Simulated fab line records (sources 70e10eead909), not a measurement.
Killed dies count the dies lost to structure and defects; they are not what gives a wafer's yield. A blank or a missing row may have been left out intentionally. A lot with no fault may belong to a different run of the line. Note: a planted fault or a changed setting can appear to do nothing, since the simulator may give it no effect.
A lot that was struck, set against a sound lot || flow nand_harc || 13 out of 1302 route steps
Sound: these wafers, L127.1, L127.2, L127.5. Struck: wafers L142.4, L142.5 (left out: L142.3, a lot-mate that was not struck); the cause follows at the end.
For every step that has rows: the tool of each side, followed by ch and its chambers, followed by its first start. Under that, the readings that differ: sound wafers || struck wafers || difference of the means || sigmas: that difference in standard deviations of wafers without a fault.
alike: readings with means less than 2 such deviations apart, plus words and numbers identical on both sides. not compared: withheld readings, readings lacking a value on some wafer, bounds such as >300 that could conceal the same value, and numbers that have no deviation in the record and whose values overlap.
A row with sigmas, a row that says differs or no value, or rows on one side alone: a step with any of these is where the two part. When numbers do not overlap yet have no deviation, they are printed without sigmas and do not part them. A reading that every wafer of one side lacks parts them only if that side has two wafers or more.

first, 4 steps without rows for these wafers: NHARC_A_WL_FILL_STRIP_28 (strips in post etch residue remover, time 1200 s); NHARC_A_WL_FILL_PRECLEAN_06 (cleans in DIW, time 300 s); NHARC_A_WL_FILL_SRD_07; NHARC_A_WL_FILL_ANNEAL_08 (time 1800 s).
NHARC_A_WL_FILL_ALD_10: deposits SiO2, target thk 50 nm, pulse time 10 s, ald cycles 500.
  sound on ald_hk-03 ch 0,2, day 23 14:41; struck on ald_hk-03 ch 0,2, day 29 18:03
  alike: heater_power_w, precursor_pulse_height_rel
NHARC_A_WL_FILL_ETCHBACK_16: etches the open film in C4F8/O2/Ar, target depth 120 nm, time 24 s.
  sound on rie_diel-02 ch 1,2; struck on rie_diel-02 ch 0,3
{"reading": "rf_vpp_V (V)", "sound": "720 716 721", "struck": "725 727", "difference": "+7", "sigmas": "+2"}
  alike: oes_product_au
  not compared: rf_hours_counter_h
NHARC_A_WL_FILL_STRIP_29: strips in O2, time 20 s.
  sound on rie_diel-02 ch 1,2, day 23 19:26; struck on rie_diel-02 ch 2,3, day 29 21:14
  alike: drypump_motor_current_A, oes_product_au, rf_vpp_V, showerhead_plenum_p_Torr, throttle_valve_pct
  not compared: rf_hours_counter_h
NHARC_A_WL_FILL_ETCHBACK_17: etches the open film in Cl2/BCl3, target depth 4 nm, time 26.7 s.
  sound on rie_metal-03 ch 0,1, day 23 19:31; struck on rie_metal-02 ch 0,1, day 29 21:22
  alike: drypump_motor_current_A, oes_product_au
  not compared: rf_hours_counter_h
then, 3 steps without rows for these wafers: NHARC_A_WL_FILL_PRECLEAN_18 (cleans in dHF, time 30 s); NHARC_A_WL_FILL_SRD_21; NHARC_A_WL_FILL_CVD_23 (deposits poly-Si, target thk 40 nm, time 800 s).
NHARC_A_WL_FILL_ETCHBACK_26: etches the open film in HBr, target depth 52 nm, time 13.3 s.
  sound on rie_si-05 ch 2,3, day 24 00:44; struck on rie_si-02 ch 0, day 30 02:33
{"reading": "oes_product_au (a.u.)", "sound": "1.007 1.002 1.013", "struck": "0.779 0.776", "difference": -0.230, "sigmas": -26}
  alike: drypump_motor_current_A, throttle_valve_pct
  not compared: rf_hours_counter_h
then, 1 step without rows for these wafers: NHARC_A_WL_FILL_PRECLEAN_30 (cleans in dHF, time 10 s).

WHERE THEY PART
Earliest at NHARC_A_WL_FILL_ETCHBACK_16; latest, in this record, at NHARC_A_WL_FILL_ETCHBACK_26.

WHY: what had been put in by the simulator
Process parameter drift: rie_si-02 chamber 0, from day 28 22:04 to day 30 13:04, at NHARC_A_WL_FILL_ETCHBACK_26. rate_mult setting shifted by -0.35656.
